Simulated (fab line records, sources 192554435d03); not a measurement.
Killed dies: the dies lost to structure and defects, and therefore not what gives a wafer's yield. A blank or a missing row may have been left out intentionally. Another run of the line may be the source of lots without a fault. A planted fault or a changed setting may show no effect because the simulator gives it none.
Which tool did it? ; flow n5 finfet ; 9 lots with 27 wafers sampled at 6 steps, on a route of 1938 steps

## WHAT THE GAUGES SHOWED, per wafer
N5_HKMG_FIN_CD_MEAS_12 targets a cd of 92.8 nm. Usual: cd nm 92.5 nm, standard deviation 0.74.
lot;measured;on;cd nm (nm);flag
L844;day 4 11:29;cd sem-02;92.4 92.7 92.3;
L847;day 5 12:06;cd sem-02;92.3 92.8 92.8;
L849;day 5 17:58;cd sem-01;102.9 104.0 102.9;OFF
L851;day 6 10:02;cd sem-03;103.2 103.9 103.1;OFF
L860;day 8 08:56;cd sem-03;92.4 92.2 93.9;
L861;day 8 15:38;cd sem-02;93.3 92.7 92.5;
L864;day 9 09:24;cd sem-02;92.0 91.8 91.5;
L865;day 10 00:05;cd sem-01;92.4 92.9 91.7;
L866;day 10 00:32;cd sem-03;92.8 91.5 92.2;

N5_BEOL_M4_RC_MEAS_101. Usual: DIBL_N 35.4 mV/V, standard deviation 2.1; DIBL_P 34.8 mV/V, standard deviation 2.6; IOFF_N 0.15 nA/um, standard deviation 0.037; IOFF_P 0.19 nA/um, standard deviation 0.037; ION_N 677 uA/um, standard deviation 16; ION_P 462 uA/um, standard deviation 9.3; SS_N 71.4 mV/dec, standard deviation 0.75; SS_P 72.9 mV/dec, standard deviation 0.77; VT_N 250 mV, standard deviation 3.7; VT_P -251 mV, standard deviation 3.5.
lot;measured;on;DIBL_N (mV/V);DIBL_P (mV/V);IOFF_N (nA/um);IOFF_P (nA/um);ION_N (uA/um);ION_P (uA/um);SS_N (mV/dec);SS_P (mV/dec);VT_N (mV);VT_P (mV);flag
L844;day 8 15:54;prober-02;34.8 35.0 33.1;32.0 32.7 30.1;0.13 0.14 0.11;0.19 0.20 0.17;679 682 672;472 478 470;70.9 71.0 70.0;72.6 72.5 72.6;250 249 253;-248 -250 -251;
L847;day 9 08:56;prober-02;39.0 32.9 37.2;37.7 31.1 35.9;0.24 0.12 0.20;0.23 0.15 0.21;679 672 688;456 463 465;72.0 70.8 72.7;74.2 72.4 73.9;245 255 245;-248 -252 -248;
L849;day 9 10:58;prober-01;34.8 37.2 34.0;33.8 36.0 32.3;0.13 0.16 0.12;0.16 0.18 0.13;664 678 660;456 457 448;71.1 71.7 70.9;73.1 73.2 71.5;251 248 255;-257 -253 -257;
L851;day 10 10:04;prober-01;35.4 33.4 37.0;34.8 32.0 37.2;0.16 0.12 0.20;0.21 0.17 0.26;662 666 682;463 464 465;71.6 71.6 73.0;72.6 72.0 73.6;246 251 245;-248 -251 -245;
L860;day 12 05:58;prober-01;33.1 32.3 33.5;32.2 31.9 33.4;0.11 0.11 0.13;0.15 0.15 0.16;662 682 668;448 472 456;69.8 70.4 71.0;71.9 73.0 72.7;252 253 251;-255 -253 -251;
L861;day 12 19:44;prober-01;33.2 36.7 34.9;32.4 37.0 35.9;0.11 0.16 0.14;0.15 0.20 0.20;670 692 669;451 469 463;70.2 71.6 70.1;72.3 73.0 73.3;255 251 251;-254 -251 -251;
L864;day 13 15:49;prober-01;40.6 38.2 36.6;40.7 37.9 36.7;0.28 0.23 0.18;0.31 0.25 0.22;709 708 702;480 479 478;73.2 72.2 72.0;74.6 73.6 73.9;241 244 246;-246 -245 -247;
L865;day 14 15:19;prober-01;35.5 32.7 35.4;35.0 31.9 36.6;0.15 0.11 0.16;0.23 0.18 0.25;676 672 688;468 472 474;71.7 70.3 71.5;73.1 71.7 72.9;254 254 249;-243 -247 -244;
L866;day 14 14:02;prober-02;38.0 36.1 36.0;40.0 37.1 36.9;0.22 0.18 0.17;0.26 0.23 0.21;710 701 689;477 476 467;72.6 71.7 71.4;73.7 73.3 73.6;242 247 246;-247 -250 -250;

## WHICH TOOL RAN EACH LOT (tool, then ch and the chambers of the sampled wafers, then the start)
lot;N5_HKMG_FIN_DESCUM_53;N5_HKMG_FIN_STRIP_60;N5_HKMG_FIN_ALD_79;N5_HKMG_FIN_PEB_10
L844;rie diel-05 ch 0,2, day 4 08:00;plasma asher-02 ch 0,1, day 4 09:00;ald metal-01 ch 0,1,2, day 4 09:22;litho track-05 ch 0, day 4 11:25
L847;rie diel-01 ch 0,1,3, day 5 08:08;plasma asher-02 ch 1, day 5 09:46;ald metal-04 ch 0,1, day 5 10:19;litho track-05 ch 0, day 5 12:02
L849;rie diel-01 ch 0,2, day 5 14:21;plasma asher-01 ch 0,1, day 5 15:34;ald metal-01 ch 0,1, day 5 16:04;litho track-05 ch 0, day 5 17:55
L851;rie diel-05 ch 0,1,2, day 6 06:49;plasma asher-02 ch 0,1, day 6 07:41;ald metal-04 ch 0,2,3, day 6 08:14;litho track-05 ch 0, day 6 09:58
L860;rie diel-01 ch 0,2, day 8 05:39;plasma asher-02 ch 0,1, day 8 06:31;ald metal-03 ch 1,2, day 8 07:01;litho track-02 ch 0, day 8 08:52
L861;rie diel-01 ch 1,2, day 8 12:28;plasma asher-02 ch 0,1, day 8 13:20;ald metal-01 ch 0,1, day 8 13:50;litho track-04 ch 0, day 8 15:34
L864;rie diel-01 ch 0,1, day 9 05:59;plasma asher-02 ch 0,1, day 9 06:52;ald metal-01 ch 1,2,3, day 9 07:21;litho track-02 ch 0, day 9 09:20
L865;rie diel-05 ch 0,1,3, day 9 20:49;plasma asher-02 ch 0,1, day 9 21:43;ald metal-03 ch 0,1,2, day 9 22:13;litho track-02 ch 0, day 10 00:01
L866;rie diel-03 ch 0,1,2, day 9 21:11;plasma asher-01 ch 0,1, day 9 22:04;ald metal-04 ch 1,2,3, day 9 22:34;litho track-05 ch 0, day 10 00:28
- N5_HKMG_FIN_DESCUM_53: chemistry O2, time 7.9 s.
- N5_HKMG_FIN_STRIP_60: strips in N2/H2, time 360 s.
- N5_HKMG_FIN_ALD_79: deposits TiN, target thk 1.5 nm, pulse time 1 s, purge time 3 s.
- N5_HKMG_FIN_PEB_10: peb time 60 s.

## AS READ BY THE TOOLS THEMSELVES (means over the sampled wafers that have a number; for cases with no such wafer, the mark the record gives instead)
N5_HKMG_FIN_DESCUM_53. Usual: drypump motor current A 5.8 A, standard deviation 0.34; oes product au 0.79 a.u., standard deviation 0.096; rf vpp V 243.2 V, standard deviation 1.5; showerhead plenum p Torr 2.10 Torr, standard deviation 0.08; throttle valve pct 20.45 %, standard deviation 0.2.
lot;tool;drypump motor current A (A);oes product au (a.u.);rf vpp V (V);showerhead plenum p Torr (Torr);throttle valve pct (%);flag
L844;rie diel-05;5.8;0.74;243.1;2.06;20.44;
L847;rie diel-01;5.7;0.77;243.4;2.10;20.44;
L849;rie diel-01;6.2;0.73;243.5;2.12;20.44;
L851;rie diel-05;5.8;0.88;243.5;2.09;20.36;
L860;rie diel-01;6.2;0.84;243.9;2.09;20.36;
L861;rie diel-01;6.0;0.84;244.5;2.19;20.39;
L864;rie diel-01;6.1;0.77;243.6;2.13;20.43;
L865;rie diel-05;5.6;0.85;242.9;2.08;20.34;
L866;rie diel-03;5.6;0.71;242.0;2.04;20.60;

N5_HKMG_FIN_STRIP_60. Usual: drypump motor current A 5.5 A, standard deviation 0.38; h2 flow sccm 3250 sccm, standard deviation 11; heater power w 461 W, standard deviation 31.
lot;tool;drypump motor current A (A);h2 flow sccm (sccm);heater power w (W);flag
L844;plasma asher-02;5.6;3238;471;
L847;plasma asher-02;5.6;3243;475;
L849;plasma asher-01;5.3;3259;465;
L851;plasma asher-02;5.5;3254;465;
L860;plasma asher-02;5.6;3251;476;
L861;plasma asher-02;5.5;3252;473;
L864;plasma asher-02;5.6;3248;467;
L865;plasma asher-02;5.6;3246;464;
L866;plasma asher-01;5.3;3259;466;

N5_HKMG_FIN_ALD_79. Usual: heater power w 885 W, standard deviation 64; precursor pulse height rel 1.001, standard deviation 0.019.
lot;tool;heater power w (W);precursor pulse height rel;flag
L844;ald metal-01;842;1.016;
L847;ald metal-04;877;1.001;
L849;ald metal-01;856;1.010;
L851;ald metal-04;892;1.001;
L860;ald metal-03;1021;0.991;
L861;ald metal-01;857;1.009;
L864;ald metal-01;852;1.011;
L865;ald metal-03;947;1.001;
L866;ald metal-04;910;1.002;

## THE ANSWER, worked out from the rows above alone
Rule: take the mean of a lot's wafers that have a number; if it is more than 3 standard deviations from the usual mean, the lot is off. Also off: a lot with no number at a reading for which 4 or more lots have one. The other lots that the step has rows for count as sound. First the gauges in route order, then the tools' own readings, where a lot's mean is used as printed above. The first step at which some lot is off is used, and at that step the reading that is off furthest; a lot without a number counts as furthest.
Off: L849, L851 (N5_HKMG_FIN_CD_MEAS_12, cd nm).
A tool fits if, at a process step before that reading, it ran every lot that is off, and no sound lot after the first of them. Gauges at N5_HKMG_FIN_CD_MEAS_12: tried the same way as those tools. Not one of the candidates tried fits.

## WHAT THE SIMULATOR HAD INSERTED
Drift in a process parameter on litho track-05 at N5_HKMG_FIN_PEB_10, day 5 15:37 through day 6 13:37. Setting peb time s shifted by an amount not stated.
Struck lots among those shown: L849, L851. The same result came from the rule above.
